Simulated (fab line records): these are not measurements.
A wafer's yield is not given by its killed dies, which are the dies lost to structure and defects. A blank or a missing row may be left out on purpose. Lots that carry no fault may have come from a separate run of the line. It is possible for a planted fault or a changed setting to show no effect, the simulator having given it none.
Split-lot study / flow n5_finfet / 7 lots, 21 wafers read, on a route of 1938 steps

== THE SPLIT ITSELF ==
At N5_WELL_APT_EXPOSE_22 (exposes mask PWELL, defocus 0 nm, target cd 200 nm), the setting dose_mj was moved away from the recipe's 23.2 on 8 of the 21 wafers read, by -6.8% to +7.2%. All remaining wafers had this setting at the recipe value.

== FROM THE SPLIT TO THE READING: what the file shows between them, 3 steps ==
- N5_WELL_APT_PEB_23: peb time 90 s
- N5_WELL_APT_DEVELOP_24: develop time 45 s
- N5_WELL_APT_HARDBAKE_29: time 120 s

== THE READING ==
At N5_WELL_APT_CD_MEAS_25: cd_nm in nanometres, against a target cd of 200 nm. Fault-free wafers of this fab line usually give 200.3 nm, standard deviation 2.3 nm.

wafer=L079.1; tool, chamber at the split=krf_scanner-02, 0; dose_mj as run=24.25; against the recipe=+4.5%; cd_nm, nm=210.2; against lot-mates on the recipe=no lot-mate on the recipe
wafer=L079.5; tool, chamber at the split=krf_scanner-02, 0; dose_mj as run=24.25; against the recipe=+4.5%; cd_nm, nm=207.5; against lot-mates on the recipe=no lot-mate on the recipe
wafer=L079.6; tool, chamber at the split=krf_scanner-02, 0; dose_mj as run=24.25; against the recipe=+4.5%; cd_nm, nm=207.4; against lot-mates on the recipe=no lot-mate on the recipe
wafer=L081.1; tool, chamber at the split=krf_scanner-01, 0; dose_mj as run=24.73; against the recipe=+6.6%; cd_nm, nm=209.9; against lot-mates on the recipe=+10.2
wafer=L081.2; tool, chamber at the split=krf_scanner-01, 0; dose_mj as run=23.2; against the recipe=recipe; cd_nm, nm=199.7; against lot-mates on the recipe=-
wafer=L081.5; tool, chamber at the split=krf_scanner-01, 0; dose_mj as run=24.73; against the recipe=+6.6%; cd_nm, nm=210.3; against lot-mates on the recipe=+10.6
wafer=L084.1; tool, chamber at the split=krf_scanner-02, 0; dose_mj as run=24.86; against the recipe=+7.2%; cd_nm, nm=208.7; against lot-mates on the recipe=+10.6
wafer=L084.2; tool, chamber at the split=krf_scanner-02, 0; dose_mj as run=23.2; against the recipe=recipe; cd_nm, nm=198.3; against lot-mates on the recipe=-
wafer=L084.4; tool, chamber at the split=krf_scanner-02, 0; dose_mj as run=23.2; against the recipe=recipe; cd_nm, nm=197.9; against lot-mates on the recipe=-
wafer=L087.2; tool, chamber at the split=krf_scanner-01, 0; dose_mj as run=23.2; against the recipe=recipe; cd_nm, nm=201.6; against lot-mates on the recipe=-
wafer=L087.3; tool, chamber at the split=krf_scanner-01, 0; dose_mj as run=23.2; against the recipe=recipe; cd_nm, nm=201.6; against lot-mates on the recipe=-
wafer=L087.4; tool, chamber at the split=krf_scanner-01, 0; dose_mj as run=24.83; against the recipe=+7.0%; cd_nm, nm=212.8; against lot-mates on the recipe=+11.2
wafer=L091.2; tool, chamber at the split=krf_scanner-02, 0; dose_mj as run=21.63; against the recipe=-6.8%; cd_nm, nm=186.0; against lot-mates on the recipe=-13.6
wafer=L091.3; tool, chamber at the split=krf_scanner-02, 0; dose_mj as run=23.2; against the recipe=recipe; cd_nm, nm=196.8; against lot-mates on the recipe=-
wafer=L091.5; tool, chamber at the split=krf_scanner-02, 0; dose_mj as run=23.2; against the recipe=recipe; cd_nm, nm=202.3; against lot-mates on the recipe=-
wafer=L093.2; tool, chamber at the split=krf_scanner-02, 0; dose_mj as run=23.2; against the recipe=recipe; cd_nm, nm=198.4; against lot-mates on the recipe=-
wafer=L093.4; tool, chamber at the split=krf_scanner-02, 0; dose_mj as run=23.2; against the recipe=recipe; cd_nm, nm=202.6; against lot-mates on the recipe=-
wafer=L093.6; tool, chamber at the split=krf_scanner-02, 0; dose_mj as run=23.2; against the recipe=recipe; cd_nm, nm=201.2; against lot-mates on the recipe=-
wafer=L096.1; tool, chamber at the split=krf_scanner-02, 0; dose_mj as run=23.2; against the recipe=recipe; cd_nm, nm=205.4; against lot-mates on the recipe=-
wafer=L096.2; tool, chamber at the split=krf_scanner-02, 0; dose_mj as run=23.2; against the recipe=recipe; cd_nm, nm=202.0; against lot-mates on the recipe=-
wafer=L096.5; tool, chamber at the split=krf_scanner-02, 0; dose_mj as run=23.2; against the recipe=recipe; cd_nm, nm=204.9; against lot-mates on the recipe=-

THE FIT
A straight line over all 21 wafers: cd_nm changes by +1.62 nm for each +1% of dose_mj; r = +0.92; the points scatter about the line by 2.5 nm.
The same after taking each lot's own level away (the mean of its wafers on the recipe; 18 wafers): +1.67 nm for each +1%; r = +0.97; scatter 1.5 nm.
On that fit, the largest move of dose_mj shifts the reading by 12 nm.
The span of the lots' own levels, 198.10 to 204.10 nm, comes to 2.6 times the standard deviation stated above.
So the lot-to-lot level changes the slope little: the two slopes agree.
Check: with one of the wafers moved furthest among these (+7.2%) left out of the fit, the line predicts +12 nm for it against its lot-mates. Against them it came out at +10.6 nm.

== THE OTHER SPLITS THESE WAFERS WENT THROUGH ==
Other splits were also applied to these wafers ahead of the reading. Each is held against what the fit with the lots' levels taken away leaves over:
other split on the same wafers=N5_ZERO_LAYER_EXPOSE_08 dose_mj; wafers away from the commonest value=6; r with cd_nm (lot level and that fit taken away)=-0.09

== THE WHOLE CHAIN: every reading that the file lists as answering this split, in the file's order ==
step=N5_WELL_APT_CD_MEAS_25; what it does=target cd 200 nm; reading=cd_nm; change (the file's fit)=+1.66 nm for each +1% of the setting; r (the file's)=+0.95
step=N5_WELL_APT_DESCUM_30; what it does=chemistry O2, time 7.9 s; reading=WELL_APT.cd_nm (the simulator's own value, which no gauge read); change (the file's fit)=+1.67 nm for each +1% of the setting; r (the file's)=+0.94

== THE FILE'S OWN FIT ==
cd_nm changes by +1.66 nm for each +1% of dose_mj, r = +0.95.
